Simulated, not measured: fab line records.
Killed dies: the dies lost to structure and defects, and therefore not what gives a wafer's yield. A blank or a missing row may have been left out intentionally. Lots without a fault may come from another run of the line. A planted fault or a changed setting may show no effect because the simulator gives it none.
Matching of chambers + flow nand_harc + NHARC_P_M0_DEP_32 on pecvd-03: 3 sister chambers
The step deposits SiCN, target thk 30 nm. 6 wafers are shown with their chamber, then 11 later ones without.

== WAFERS PAIRED WITH THEIR CHAMBERS ==
| wafer  | chamber | heater_power_w (W) |
|--------|---------|--------------------|
| L083.4 | 0       | 634                |
| L086.6 | 1       | 636                |
| L085.1 | 1       | 591                |
| L085.3 | 2       | 503                |
| L085.6 | 2       | 483                |
| L087.1 | 0       | 617                |

== WAFERS WITHOUT THEIR CHAMBER ==
| wafer  | heater_power_w (W) |
|--------|--------------------|
| L087.2 | 654                |
| L087.4 | 589                |
| L090.3 | 572                |
| L090.5 | 581                |
| L090.6 | 450                |
| L094.3 | 443                |
| L094.4 | 453                |
| L094.6 | 620                |
| L096.1 | 429                |
| L096.3 | 551                |
| L096.4 | 537                |

== WHICH CHAMBER EACH WENT THROUGH ==
| wafer  | from the rows above          | in truth |
|--------|------------------------------|----------|
| L087.2 | can't be placed: 0 or 1      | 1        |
| L087.4 | can't be placed: 1 or 0      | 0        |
| L090.3 | can't be placed: 1 or 0 or 2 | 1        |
| L090.5 | can't be placed: 1 or 0      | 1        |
| L090.6 | 2                            | 2        |
| L094.3 | 2                            | 2        |
| L094.4 | 2                            | 2        |
| L094.6 | can't be placed: 0 or 1      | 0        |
| L096.1 | 2                            | 2        |
| L096.3 | can't be placed: 2 or 1 or 0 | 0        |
| L096.4 | can't be placed: 2 or 1      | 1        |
Placed correctly: 4 of 11. Not placeable from these rows: 7 (in 7, the candidates include the true chamber). Number placed wrongly: 0.
How it was worked out, from the rows above alone: a wafer's distance from a chamber is the root of the sum, over the readings, of the square of ((its reading less the chamber's mean) divided by the reading's scatter). If the next closest chamber is less than 2 further off than the closest, the wafer can't be placed; otherwise it belongs to the closest. For every chamber, the mean is computed from those of its wafers that are shown. The scatter: the root of (the sum of the squares of (reading less its chamber's mean) over the shown wafers, divided by (wafers less chambers)).
